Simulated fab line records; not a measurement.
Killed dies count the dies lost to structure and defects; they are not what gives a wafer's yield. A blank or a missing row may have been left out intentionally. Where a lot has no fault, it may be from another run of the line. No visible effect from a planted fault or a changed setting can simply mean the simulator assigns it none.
fab line records / flow n5Finfet
[record] lots = 5 wafers = 15 lastDay = 18
route steps=1938 shown HKMG_FIN@435 BEOL_M4@1111 PASSIVATION@1936
lots that met no fault: from a run of the same line without faults
startH: the number of hours between the record's first day and the start of the first shown wafer of the lot / waitH: hours from the lot's prior step to this one / " repeats the value in the row above / L1.1+2: one row covering several wafers at once / - no value present, or no start provided / * or withheld: withheld / < > ~ a bound
route shown NAME@n: a module of which the file shows steps, and the number in the route of the first / usual: the fault-free wafers' mean and standard deviation / same: alike in all rows / chamber/n: place in a boat / sites: each site's reading / _std_site: standard deviation of those values / _edge_site: inner sites' mean taken away from outer sites' mean / radiusMm: how far each site lies from the wafer's centre / mask NAME#n: copy n / behind: the tool/chamber that last shaped the wafer / hold: why the lot went on hold/how many hours it stayed there/how the hold came to an end / device: transistor that didn't switch, given as n, p or np / end of line: the route-end tests of the same wafers / a step given without rows: its recipe and nothing more / killed: count of dies lost to structure and defects at first sort (not the wafer's yield) / map: shows each die of a wafer: x if killed, . if not, _ if none is there
set.NAME: the setting the step ran with; set.NAME@STEP: the setting that earlier step ran with / model.NAME: the simulator's own value behind a step, which no gauge read
certain route steps with their lots: each step a table, each wafer a row
services: the hour from which a tool's chamber was out of use, counted from the record's first day as startH (under 0 if before that day), plus the number of hours and why
[[steps]]
[step N5_HKMG_FIN_ETCH_32]
[recipe] chemistry = N2/H2 target = SOC targetDepthA = 2400 tempC = 40 timeS = 300 ionEnergyEv = 200 maskMaterial = SiARC pressureMtorr = 30 sourceW = 840 biasW = 150 n2FlowSccm = 200 h2FlowSccm = 200
[step N5_HKMG_FIN_STRIP_33]
[recipe] chemistry = N2/H2 tempC = 40 n2FlowSccm = 200 h2FlowSccm = 200 rfFrequencyHz = 6e+07
[step N5_HKMG_FIN_STRIP_34]
[recipe] chemistry = CF4 resist = SiARC powerW = 300 biasPowerW = 75 pressureMtorr = 50 cf4FlowSccm = 150 rfFrequencyHz = 6e+07
[step N5_HKMG_FIN_ETCH_35]
[recipe] chemistry = N2/H2 target = SOC targetDepthA = 2158 ionEnergyEv = 65 biasW = 5 sourceW = 3000 timeS = 243.4 pressureMtorr = 30 n2FlowSccm = 200 h2FlowSccm = 200
[step N5_HKMG_FIN_STRIP_92]
[recipe] chemistry = N2/H2 material = SOC timeS = 20 powerW = 500 tempC = 40 pressureMtorr = 50 rfFrequencyHz = 6e+07 biasPowerW = 8 h2Frac = 0.5 n2FlowSccm = 300 h2FlowSccm = 300
[step N5_HKMG_FIN_WET_ETCH_18]
[recipe] chemistry = SC1 target = TiN mix = 1:1:5 tempC = * timeS = 55 targetDepthNm = 5.2 dry = ipaMarangoni rinseTimeS = 30 rinseTempC = 23
[step N5_HKMG_FIN_STRIP_19]
[recipe] chemistry = N2/H2 powerW = 2500 tempC = 300 h2Frac = 0.65 timeS = 360 pressureMtorr = withheld n2FlowSccm = 1750 h2FlowSccm = 3250
[step N5_HKMG_FIN_ALD_91]
[recipe] material = TiN targetThkA = 10 tempC = 400 aldPrecursorFamily = TiCl4 aldCoReactant = NH3 pulseTimeS = 1 purgeTimeS = 3 coReactantPurgeTimeS = 2 coReactantPulseTimeS = 2 aldCycles = 47 pressureTorr = 3
[step N5_HKMG_FIN_COAT_85]
[recipe] resist = SOC tempC = 250 timeS = 60 spinRpm = 1500 resistThkNm = 300
[step N5_HKMG_FIN_ETCH_86]
[recipe] chemistry = N2/H2 target = SOC targetDepthA = 3932 stopOn = TiN ionEnergyEv = 100 biasW = 61 pressureMtorr = 30 sourceW = 850 n2FlowSccm = 200 h2FlowSccm = 200
[step N5_HKMG_FIN_STRIP_89]
[recipe] chemistry = N2/H2 material = SOC timeS = 20 powerW = 500 tempC = 40 pressureMtorr = 50 rfFrequencyHz = 6e+07 biasPowerW = 8 h2Frac = 0.5 n2FlowSccm = 300 h2FlowSccm = 300
[step N5_HKMG_FIN_WET_ETCH_87]
[recipe] chemistry = SC1 target = TiN mix = 1:2:40 tempC = 50 timeS = 154.2 targetDepthNm = 4.7 dry = ipaMarangoni rinseTimeS = 30 rinseTempC = 23
[step N5_HKMG_FIN_STRIP_88]
[recipe] chemistry = N2/H2 powerW = 2500 tempC = 300 h2Frac = 0.65 timeS = 360 pressureMtorr = withheld n2FlowSccm = 1750 h2FlowSccm = 3250
[usual] drypumpMotorCurrentA = 6.0/0.44 h2FlowSccm = 3251/9.4 heaterPowerW = 458/57 timeS = 360/0
lot.wafer=L393.2 tool=plasmaAsher-01 chamber=0 startH=125.54 waitH=0.0 drypumpMotorCurrentA=- h2FlowSccm=- heaterPowerW=- timeS=-
lot.wafer=L393.5 tool=plasmaAsher-01 chamber=1 startH=125.54 waitH=0.0 drypumpMotorCurrentA=- h2FlowSccm=- heaterPowerW=- timeS=-
lot.wafer=L393.6 tool=plasmaAsher-01 chamber=0 startH=125.54 waitH=0.0 drypumpMotorCurrentA=- h2FlowSccm=- heaterPowerW=- timeS=-
lot.wafer=L394.2 tool=plasmaAsher-02 chamber=0 startH=132.00 waitH=0.0 drypumpMotorCurrentA=- h2FlowSccm=- heaterPowerW=- timeS=-
lot.wafer=L394.3 tool=plasmaAsher-02 chamber=0 startH=132.00 waitH=0.0 drypumpMotorCurrentA=- h2FlowSccm=- heaterPowerW=- timeS=-
lot.wafer=L394.5 tool=plasmaAsher-02 chamber=0 startH=132.00 waitH=0.0 drypumpMotorCurrentA=- h2FlowSccm=- heaterPowerW=- timeS=-
lot.wafer=L395.2 tool=plasmaAsher-01 chamber=0 startH=141.69 waitH=0.0 drypumpMotorCurrentA=- h2FlowSccm=- heaterPowerW=- timeS=-
lot.wafer=L395.5 tool=plasmaAsher-01 chamber=0 startH=141.69 waitH=0.0 drypumpMotorCurrentA=- h2FlowSccm=- heaterPowerW=- timeS=-
lot.wafer=L395.6 tool=plasmaAsher-01 chamber=1 startH=141.69 waitH=0.0 drypumpMotorCurrentA=- h2FlowSccm=- heaterPowerW=- timeS=-
lot.wafer=L397.4 tool=plasmaAsher-01 chamber=0 startH=154.27 waitH=0.1 drypumpMotorCurrentA=6.6 h2FlowSccm=3250 heaterPowerW=404 timeS=360
lot.wafer=L397.5 tool=plasmaAsher-01 chamber=1 startH=154.27 waitH=0.1 drypumpMotorCurrentA=5.6 h2FlowSccm=3252 heaterPowerW=552 timeS=360
lot.wafer=L397.6 tool=plasmaAsher-01 chamber=0 startH=154.27 waitH=0.1 drypumpMotorCurrentA=6.6 h2FlowSccm=3259 heaterPowerW=409 timeS=360
lot.wafer=L404.3 tool=plasmaAsher-01 chamber=1 startH=192.16 waitH=0.1 drypumpMotorCurrentA=5.6 h2FlowSccm=3243 heaterPowerW=535 timeS=360
lot.wafer=L404.4 tool=plasmaAsher-01 chamber=0 startH=192.16 waitH=0.1 drypumpMotorCurrentA=6.6 h2FlowSccm=3248 heaterPowerW=417 timeS=360
lot.wafer=L404.5 tool=plasmaAsher-01 chamber=0 startH=192.16 waitH=0.1 drypumpMotorCurrentA=6.6 h2FlowSccm=3246 heaterPowerW=414 timeS=360
[step N5_HKMG_FIN_NWFM_ALD_20]
[recipe] material = TiAlC targetThkA = 20 tempC = 300 aldPrecursorFamily = TiCl4 aldCoReactant = TEA pulseTimeS = 3 purgeTimeS = 2 coReactantPurgeTimeS = 2 coReactantPulseTimeS = 10 aldCycles = 7 pressureTorr = 3
[step N5_BEOL_M4_RC_MEAS_101]
[usual] DIBL_N = 36.4/1.9 DIBL_P = 35.8/2.1 IOFF_N = 0.158/0.029 IOFF_P = 0.21/0.035 ION_N = 676/14 ION_P = 465/9.7 SS_N = 71.5/0.66 SS_P = 73.4/0.7 VT_N = 249.8/3 VT_P = -250/3.3
lot.wafer=L397.4 tool=prober-02 chamber=0 startH=277.38 waitH=0.5 DIBL_N[mV/V]=35.3 DIBL_P[mV/V]=34.5 IOFF_N[nA/um]=0.131 IOFF_P[nA/um]=0.16 ION_N[uA/um]=649 ION_P[uA/um]=447 SS_N[mV/dec]=70.8 SS_P[mV/dec]=72.5 VT_N[mV]=250.8 VT_P[mV]=-253
lot.wafer=L397.5 tool=prober-02 chamber=0 startH=277.38 waitH=0.5 DIBL_N[mV/V]=34.2 DIBL_P[mV/V]=33.2 IOFF_N[nA/um]=0.114 IOFF_P[nA/um]=0.14 ION_N[uA/um]=667 ION_P[uA/um]=451 SS_N[mV/dec]=70.3 SS_P[mV/dec]=72.1 VT_N[mV]=252.9 VT_P[mV]=-254
lot.wafer=L397.6 tool=prober-02 chamber=0 startH=277.38 waitH=0.5 DIBL_N[mV/V]=39.3 DIBL_P[mV/V]=40.4 IOFF_N[nA/um]=0.196 IOFF_P[nA/um]=0.23 ION_N[uA/um]=667 ION_P[uA/um]=460 SS_N[mV/dec]=72.1 SS_P[mV/dec]=74.7 VT_N[mV]=249.1 VT_P[mV]=-250
lot.wafer=L404.3 tool=prober-02 chamber=0 startH=324.90 waitH=0.3 DIBL_N[mV/V]=38.6 DIBL_P[mV/V]=37.9 IOFF_N[nA/um]=0.179 IOFF_P[nA/um]=0.22 ION_N[uA/um]=663 ION_P[uA/um]=447 SS_N[mV/dec]=72.1 SS_P[mV/dec]=73.4 VT_N[mV]=248.3 VT_P[mV]=-255
lot.wafer=L404.4 tool=prober-02 chamber=0 startH=324.90 waitH=0.3 DIBL_N[mV/V]=36.1 DIBL_P[mV/V]=35.1 IOFF_N[nA/um]=0.136 IOFF_P[nA/um]=0.17 ION_N[uA/um]=684 ION_P[uA/um]=461 SS_N[mV/dec]=72.0 SS_P[mV/dec]=73.5 VT_N[mV]=253.9 VT_P[mV]=-259
lot.wafer=L404.5 tool=prober-02 chamber=0 startH=324.90 waitH=0.3 DIBL_N[mV/V]=38.3 DIBL_P[mV/V]=38.1 IOFF_N[nA/um]=0.184 IOFF_P[nA/um]=0.22 ION_N[uA/um]=693 ION_P[uA/um]=468 SS_N[mV/dec]=72.3 SS_P[mV/dec]=74.9 VT_N[mV]=248.4 VT_P[mV]=-251
[step N5_PASSIVATION_PROBE_49]
[usual] defectLimitedYield = 91.3/1.3 killed_at_M0_to_M3 = 34/9.1 killed_at_M4_up = 14/5.6 killedAtContacts = 13/5.9 killedAtFrontEnd = 39/11 killedAtOther = 3.6/3 killedDies = 102/16 killedOnRim = 13/4 killedOpen = 68/12 killedShort = 33/7.3 sort_bin_5_function = 5.2/0.89 sort_bin_6_memory = 3.2/0.68 sortNPass = 1078/16 sortYieldPct = 91.3/1.3
[same] grossDies = 1180 killedAtBackSide = 0 sort_bin_4_leakage[%] = 0 sort_bin_8_speed[%] = 0
lot.wafer=L393.2 tool=prober-01 chamber=- startH=347.32 waitH=0.1 defectLimitedYield[%]=0.9 killed_at_M0_to_M3=42 killed_at_M4_up=20 killedAtContacts=14 killedAtFrontEnd=1093 killedAtOther=0 killedDies=1169 killedOnRim=145 killedOpen=71 killedShort=28 sort_bin_5_function[%]=95.1 sort_bin_6_memory[%]=3.9 sortNPass=11 sortYieldPct[%]=0.9
lot.wafer=L393.5 tool=prober-01 chamber=- startH=347.47 waitH=0.2 defectLimitedYield[%]=0.1 killed_at_M0_to_M3=32 killed_at_M4_up=8 killedAtContacts=7 killedAtFrontEnd=1129 killedAtOther=3 killedDies=1179 killedOnRim=152 killedOpen=48 killedShort=20 sort_bin_5_function[%]=97.5 sort_bin_6_memory[%]=2.5 sortNPass=1 sortYieldPct[%]=0.1
lot.wafer=L393.6 tool=prober-01 chamber=- startH=347.52 waitH=0.3 defectLimitedYield[%]=0.5 killed_at_M0_to_M3=38 killed_at_M4_up=18 killedAtContacts=8 killedAtFrontEnd=1109 killedAtOther=1 killedDies=1174 killedOnRim=152 killedOpen=70 killedShort=22 sort_bin_5_function[%]=96.8 sort_bin_6_memory[%]=2.7 sortNPass=6 sortYieldPct[%]=0.5
lot.wafer=L394.2 tool=prober-02 chamber=- startH=348.84 waitH=0.1 defectLimitedYield[%]=5.1 killed_at_M0_to_M3=28 killed_at_M4_up=13 killedAtContacts=6 killedAtFrontEnd=1071 killedAtOther=2 killedDies=1120 killedOnRim=151 killedOpen=73 killedShort=49 sort_bin_5_function[%]=89.6 sort_bin_6_memory[%]=4.1 sortNPass=60 sortYieldPct[%]=5.1
lot.wafer=L394.3 tool=prober-02 chamber=- startH=348.89 waitH=0.1 defectLimitedYield[%]=3.8 killed_at_M0_to_M3=37 killed_at_M4_up=18 killedAtContacts=17 killedAtFrontEnd=1061 killedAtOther=2 killedDies=1135 killedOnRim=127 killedOpen=96 killedShort=37 sort_bin_5_function[%]=91.5 sort_bin_6_memory[%]=4.2 sortNPass=45 sortYieldPct[%]=3.8
lot.wafer=L394.5 tool=prober-02 chamber=- startH=348.99 waitH=0.2 defectLimitedYield[%]=4.4 killed_at_M0_to_M3=57 killed_at_M4_up=16 killedAtContacts=16 killedAtFrontEnd=1039 killedAtOther=0 killedDies=1128 killedOnRim=130 killedOpen=101 killedShort=51 sort_bin_5_function[%]=89.8 sort_bin_6_memory[%]=5.4 sortNPass=52 sortYieldPct[%]=4.4
lot.wafer=L395.2 tool=prober-02 chamber=- startH=357.24 waitH=0.1 defectLimitedYield[%]=3.3 killed_at_M0_to_M3=26 killed_at_M4_up=13 killedAtContacts=18 killedAtFrontEnd=1084 killedAtOther=0 killedDies=1141 killedOnRim=150 killedOpen=65 killedShort=30 sort_bin_5_function[%]=93.9 sort_bin_6_memory[%]=2.7 sortNPass=39 sortYieldPct[%]=3.3
lot.wafer=L395.5 tool=prober-02 chamber=- startH=357.39 waitH=0.2 defectLimitedYield[%]=3.8 killed_at_M0_to_M3=29 killed_at_M4_up=13 killedAtContacts=10 killedAtFrontEnd=1079 killedAtOther=4 killedDies=1135 killedOnRim=137 killedOpen=54 killedShort=34 sort_bin_5_function[%]=90.3 sort_bin_6_memory[%]=4.1 sortNPass=45 sortYieldPct[%]=3.8
lot.wafer=L395.6 tool=prober-02 chamber=- startH=357.44 waitH=0.3 defectLimitedYield[%]=4.0 killed_at_M0_to_M3=30 killed_at_M4_up=21 killedAtContacts=19 killedAtFrontEnd=1063 killedAtOther=0 killedDies=1133 killedOnRim=152 killedOpen=69 killedShort=37 sort_bin_5_function[%]=92.3 sort_bin_6_memory[%]=3.6 sortNPass=47 sortYieldPct[%]=4.0
lot.wafer=L397.4 tool=prober-02 chamber=- startH=381.15 waitH=0.2 defectLimitedYield[%]=91.9 killed_at_M0_to_M3=33 killed_at_M4_up=12 killedAtContacts=7 killedAtFrontEnd=39 killedAtOther=4 killedDies=95 killedOnRim=6 killedOpen=67 killedShort=27 sort_bin_5_function[%]=4.5 sort_bin_6_memory[%]=3.5 sortNPass=1085 sortYieldPct[%]=91.9
lot.wafer=L397.5 tool=prober-02 chamber=- startH=381.20 waitH=0.2 defectLimitedYield[%]=92.1 killed_at_M0_to_M3=37 killed_at_M4_up=22 killedAtContacts=6 killedAtFrontEnd=23 killedAtOther=5 killedDies=93 killedOnRim=11 killedOpen=66 killedShort=27 sort_bin_5_function[%]=4.7 sort_bin_6_memory[%]=2.7 sortNPass=1087 sortYieldPct[%]=92.1
lot.wafer=L397.6 tool=prober-02 chamber=- startH=381.25 waitH=0.3 defectLimitedYield[%]=92.0 killed_at_M0_to_M3=28 killed_at_M4_up=11 killedAtContacts=8 killedAtFrontEnd=43 killedAtOther=4 killedDies=94 killedOnRim=13 killedOpen=56 killedShort=37 sort_bin_5_function[%]=4.9 sort_bin_6_memory[%]=2.5 sortNPass=1086 sortYieldPct[%]=92.0
// killed by level:class
L393.2 HKMG_FIN:areaAld=1069 BEOL_M3:geometricParticle:open=11 MOL_CONTACT_COAG:geometricParticle:open=10 BEOL_M1:geometricParticle:open=10 BEOL_M2:geometricParticle:open=8 BEOL_M5:geometricParticle:open=7 GATE_CUT:geometricParticle:short=6 BEOL_M4:geometricParticle:open=5
L393.5 HKMG_FIN:areaAld=1111 BEOL_M1:geometricParticle:open=8 BEOL_M2:geometricParticle:open=8 FIN_SAQP:geometricParticle:open=5 MOL_CONTACT_COAG:geometricParticle:open=5 BEOL_M0_SAQP:geometricParticle:open=5 DUMMY_GATE:geometricParticle:open=4 BEOL_M1:geometricParticle:short=4
L393.6 HKMG_FIN:areaAld=1082 BEOL_M1:geometricParticle:open=12 BEOL_M4:geometricParticle:open=10 MOL_CONTACT_COAG:geometricParticle:open=7 BEOL_M2:geometricParticle:open=7 FIN_SAQP:geometricParticle:open=5 DUMMY_GATE:geometricParticle:open=5 BEOL_M0_SAQP:geometricParticle:open=5
L394.2 HKMG_FIN:areaAld=991 FIN_SAQP:geometricParticle:open=18 GATE_CUT:geometricParticle:short=17 FIN_SAQP:geometricParticle:short=11 STI_FIN_REVEAL:geometricParticle:open=10 BEOL_M0_SAQP:geometricParticle:open=9 BEOL_M2:geometricParticle:open=7 BEOL_M4:geometricParticle:open=7
L394.3 HKMG_FIN:areaAld=1001 STI_FIN_REVEAL:geometricParticle:open=19 MOL_CONTACT_COAG:geometricParticle:open=15 BEOL_M2:geometricParticle:open=13 GATE_CUT:geometricParticle:short=9 FIN_SAQP:geometricParticle:open=8 BEOL_M4:geometricParticle:open=7 GATE_CUT:geometricParticle:open=6
L394.5 HKMG_FIN:areaAld=976 FIN_SAQP:geometricParticle:open=17 FIN_SAQP:geometricParticle:short=17 MOL_CONTACT_COAG:geometricParticle:open=14 BEOL_M3:geometricParticle:open=12 BEOL_M1:geometricParticle:open=10 BEOL_M2:geometricParticle:open=9 BEOL_M0_SAQP:geometricParticle:open=9
L395.2 HKMG_FIN:areaAld=1043 MOL_CONTACT_COAG:geometricParticle:open=11 FIN_SAQP:geometricParticle:open=7 MOL_CONTACT_COAG:geometricParticle:short=7 BEOL_M4:geometricParticle:open=7 FIN_SAQP:geometricParticle:short=5 STI_FIN_REVEAL:geometricParticle:open=5 BEOL_M0:geometricParticle:open=5
L395.5 HKMG_FIN:areaAld=1029 HKMG_FIN:areaEtch=17 FIN_SAQP:geometricParticle:open=10 FIN_SAQP:geometricParticle:short=10 BEOL_M3:geometricParticle:open=8 MOL_CONTACT_COAG:geometricParticle:open=7 BEOL_M0_SAQP:geometricParticle:open=6 BEOL_M0_SAQP:geometricParticle:short=4
L395.6 HKMG_FIN:areaAld=1026 MOL_CONTACT_COAG:geometricParticle:open=16 BEOL_M4:geometricParticle:open=10 BEOL_M0_SAQP:geometricParticle:open=8 BEOL_M0_SAQP:geometricParticle:short=8 FIN_SAQP:geometricParticle:open=7 FIN_SAQP:geometricParticle:short=6 STI_FIN_REVEAL:geometricParticle:open=5
L397.4 STI_FIN_REVEAL:geometricParticle:open=14 BEOL_M2:geometricParticle:open=12 BEOL_M3:geometricParticle:open=7 MOL_CONTACT_COAG:geometricParticle:open=7 BEOL_M4:geometricParticle:open=6 BEOL_M3:geometricParticle:short=4 STI_FIN_REVEAL:geometricParticle:short=3 FIN_SAQP:geometricParticle:short=3
L397.5 BEOL_M4:geometricParticle:open=16 BEOL_M3:geometricParticle:open=8 FIN_SAQP:geometricParticle:open=7 BEOL_M2:geometricParticle:open=7 BEOL_M0_SAQP:geometricParticle:open=6 BEOL_M0:geometricParticle:open=6 FIN_SAQP:geometricParticle:short=5 GATE_CUT:geometricParticle:open=4
L397.6 FIN_SAQP:geometricParticle:short=13 BEOL_M2:geometricParticle:open=8 STI_FIN_REVEAL:geometricParticle:open=7 BEOL_M3:geometricParticle:open=7 MOL_CONTACT_COAG:geometricParticle:open=6 DUMMY_GATE:geometricParticle:open=6 BEOL_M4:geometricParticle:open=5 FIN_SAQP:geometricParticle:open=4
// map L393.5 (x killed, . not)
_________________xxxxxxxxxxxx________________
______________xxxxxxxxxxxxxxxxxx_____________
___________xxxxxxxxxxxxxxxxxxxxxxxx__________
__________xxxxxxxxxxxxxxxxxxxxxxxxxx_________
________xxxxxxxxxxxxxxxxxxxxxxxxxxxxxx_______
_______xxxxxxxxxxxxxxxxxxxxxxxxxxxxxxxx______
______xxxxxxxxxxxxxxxxxxxxxxxxxxxxxxxxxx_____
_____xxxxxxxxxxxxxxxxxxxxxxxxxxxxxxxxxxxx____
____xxxxxxxxxxxxxxxxxxxxxxxxxxxxxxxxxxxxxx___
___xxxxxxxxxxxxxxxxxxxxxxxxxxxxxxxxxxxxxxxx__
___xxxxxxxxxxxxxxxxxxxxxxxxxxxxxxxxxxxxxxxx__
__xxxxxxxxxxxxxxxxxxxxxxxxxxxxxxxxxxxxxxxxxx_
__xxxxxxxxxxxxxxxxxxxxxxxxxxxxxxxxxxxxxxxxxx_
_xxxxxxxxxxxxxxxxxxxxxxxxxxxxxxxxxxxxxxxxxxxx
_xxxxxxxxxxxxxxxxxxxxxxxxxxxxxxxxxxxxxxxxxxxx
_xxxxxxxxxxxxxxxxxxxxxxxxxxxxxxxxxxxxxxxxxxxx
_xxxxxxxxxxxxxxxxxxxxxxxxxxxxxxxxxxxxxxxxxxxx
_xxxxxxxxxxxxxxxxxxxxxxxxxxxxxxxxxxxxxxxxxxxx
_xxxxxxxxxxxxxxxxxxxxxxxxxxxxxxxxxxxxxxxxxxxx
_xxxxxxxxxxxxxxxxxxxxxxxxxxxxxxxxxxxxxxxxxxxx
_xxxxxxxxxxxxxxxxxxxxxxxxxxxxxxxxxxxxxxxxxxxx
__xxxxxxxxxxxxxxxxxxxxxxxxxxxxxxxxxxxxxxxxxx_
__xxxxxxxxxxxxxxxxxxxxxxxxxxxxxxxxxxxxxxxxxx_
___xxxxxxxxxxxxxxxxxxxxxxxxxxxxxxxxxxxxxxxx__
___xxxxxxxxxxxxxxxxxxxxxxxxxxxxxxxxxxxxxxxx__
____xxxxxxxxxxxxxxxxxxxxxxxxxxxxxxxxxxxxxx___
_____xx.xxxxxxxxxxxxxxxxxxxxxxxxxxxxxxxxx____
______xxxxxxxxxxxxxxxxxxxxxxxxxxxxxxxxxx_____
_______xxxxxxxxxxxxxxxxxxxxxxxxxxxxxxxx______
________xxxxxxxxxxxxxxxxxxxxxxxxxxxxxx_______
__________xxxxxxxxxxxxxxxxxxxxxxxxxx_________
___________xxxxxxxxxxxxxxxxxxxxxxxx__________
______________xxxxxxxxxxxxxxxxxx_____________
_________________xxxxxxxxxxxx________________
// map L394.3 (x killed, . not)
_________________x..x.xxx..xx________________
______________xxx.xxx.xxxxxxx.x._____________
___________xx..xxxx.xxxxxxxxx.xxx..__________
__________xxxxxxxxxx.xxxxxxxxxxxxx.._________
________xxxxxxxxxxxxxxxxxxxxxxxxxxxx.x_______
_______xxxxxx.xxxxxxxxxxxxxxxxxxxxx.xxx______
______xxxxxxxxxxxxxxxxxxxxxxxxxxxxxxxx.x_____
_____xxxxxxxxxxxxxxxxxxxxxxxxxxxxx..xx.x.____
____xxxxxxxxxxxxxxxxxxxxxxxxxxxxxxxxxxxxxx___
___xxxxxxxxxxxxxxxxxxxxxxxxxxxxxxxxxxxxxxxx__
___xxxxxxxxxxxxxxxxxxxxxxxxxxxxxxxxxxxxxxxx__
__xxxxxxxxxxxxxxxxxxxxxxxxxxxxxxxxxxxxxxxxx._
__xxxxxxxxxxxxxxxxxxxxxxxxxxxxxxxxxxxxxxxxx._
_xxxxxxxxxxxxxxxxxxxxxxxxxxxxxxxxxxxx.xxxx.xx
_.xxxxxxxxxxxxxxxxxxxxxxxxxxxxxxxxxxxx.xxxx.x
_xxxxxxxxxxxxxxxxxxxxxxxxxxxxxxxxxxxxxxxxxx..
_xxxxxxxxxxxxxxxxxxxxxxxxxxxxxxxxxxxxxxxxx.xx
_xxxxxxxxxxxxxxxxxxxxxxxxxxxxxxxxxxxxxxxxxxxx
_xxxxxxxxxxxxxxxxxxxxxxxxxxxxxxxxxxxxxxxxxxxx
_xxxxxxxxxxxxxxxxxxxxxxxxxxxxxxxxxxxxxxxxx...
_xxxxxxxxxxxxxxxxxxxxxxxxxxxxxxxxxxxxxxxxxxxx
__xxxxxxxxxxxxxxxxxxxxxxxxxxxxxxxxxxxxxxxxx._
__xxxxxxxxxxxxxxxxxxxxxxxxxxxxxxxxxxxxxxxxxx_
___xxxxxxxxxxxxxxxxxxxxxxxxxxxxxxxxxxxxx.xx__
___xxxxxxxxxxxxxxxxxxxxxxxxxxxxxxxxxxxxx.xx__
____xxxxxxxxxxxxxxxxxxxxxxxxxxxxxxxxxxxx.x___
_____xxxxxxxxxxxxxxxxxxxxxxxxxxxxxxxxxxxx____
______xxxxxxxxxxxxxxxxxxxxxxx.xxxxxxxxxx_____
_______xxxxxxxxxxxxxxxxxxxxxxxxxxxxxx.x______
________xxxxxxxxxxxxxxxxxxxxxxxxxxxxxx_______
__________xxxxxxxxxxxxxxxxxxxxxxxxxx_________
___________xxxxxxxxxxxxxxxxxxxxxxxx__________
______________xxxxxxxxxxxxxxxxxx_____________
_________________xxxxxxxxxxxx________________
[[services]]
tool=plasmaAsher-02 chamber=- startH=161.88 hours=63.7 kind=repair
[[key]]
[firstSign] step = N5_HKMG_FIN_STRIP_88 reading = toolRecord direction = missing
[effect] step = N5_PASSIVATION_PROBE_49 reading = sort_bin_5_function direction = up sigmas = 99+ usual = 5.2 struck = 93.0
[moreKillsBornAt] N5_HKMG_FIN_NWFM_ALD_20@aldMetal-04 = 6230 N5_HKMG_FIN_NWFM_ALD_20@aldMetal-01 = 3098
metAt N5_HKMG_FIN_STRIP_88
struckWafers L393.2,L393.5,L393.6,L394.2,L394.3,L394.5,L395.2,L395.5,L395.6
laterRowsLeftOut L393.2,L393.5,L393.6,L394.2,L394.3,L394.5,L395.2,L395.5,L395.6
[baselineLoss] step = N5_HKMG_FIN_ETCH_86 wafers = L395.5
[fault] kind = skippedStepWhole tool = plasmaAsher-01,plasmaAsher-02 chamber = - onsetH = 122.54 steps = N5_HKMG_FIN_STRIP_88 scope = struckLotsOnly
// laterRowsLeftOut: the simulator's readings of these wafers behind a module that went badly wrong aren't trusted and aren't shown, but for the sort
// baselineLoss: these wafers lose ten dies or more at that step, a loss of the line's own and not of a fault; the sort's usual values leave them out
